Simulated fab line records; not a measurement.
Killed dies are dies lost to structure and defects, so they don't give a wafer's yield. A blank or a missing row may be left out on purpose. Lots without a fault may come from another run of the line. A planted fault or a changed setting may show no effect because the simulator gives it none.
Matching of chambers ; flow nandHarc ; NHARC_A_CHANNEL_FILL_D1_ETCHBACK_20 on rieDiel-07 has 4 sister chambers
The step etches the open film in C4F8/O2/Ar, target depth 27 nm, time 13.5 s. 8 wafers are shown with their chamber, then 7 later ones without.

## EACH WAFER AND ITS CHAMBER
wafer;chamber;rfVppV (V);biasW (W)
L417.5;1;970;1498
L420.1;3;970;1498
L420.5;3;971;1491
L423.2;2;981;1500
L423.3;0;972;1499
L423.4;1;972;1500
L425.1;2;980;1500
L425.4;0;972;1503

## WAFERS MISSING THEIR CHAMBER
wafer;rfVppV (V);biasW (W)
L425.5;973;1506
L426.1;971;1511
L426.5;972;1500
L426.6;980;1495
L428.1;971;1495
L428.3;980;1500
L428.6;970;1504

## THE CHAMBER EACH PASSED THROUGH
wafer;from the rows above;in truth
L425.5;can't be placed: 0 or 1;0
L426.1;can't be placed: 0 or 1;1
L426.5;can't be placed: 0 or 1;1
L426.6;2;2
L428.1;can't be placed: 3 or 1 or 0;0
L428.3;2;2
L428.6;can't be placed: 1 or 0 or 3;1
Placed correctly: 2 of 7. Cannot be placed on the basis of these rows: 5; the candidates contain the true chamber in 5. Placed wrongly: 0.
How it was worked out, from the rows above alone: a wafer's distance from a chamber is the root of the sum, over the readings, of the square of ((its reading less the chamber's mean) divided by the reading's scatter). If the next closest chamber is less than 2 further off than the closest, the wafer can't be placed; otherwise it belongs to the closest. For every chamber, the mean is computed from those of its wafers that are shown. How the scatter is found: for the shown wafers, subtract from each reading the mean of its chamber, square and add these, divide the total by (wafers less chambers), then take the root.
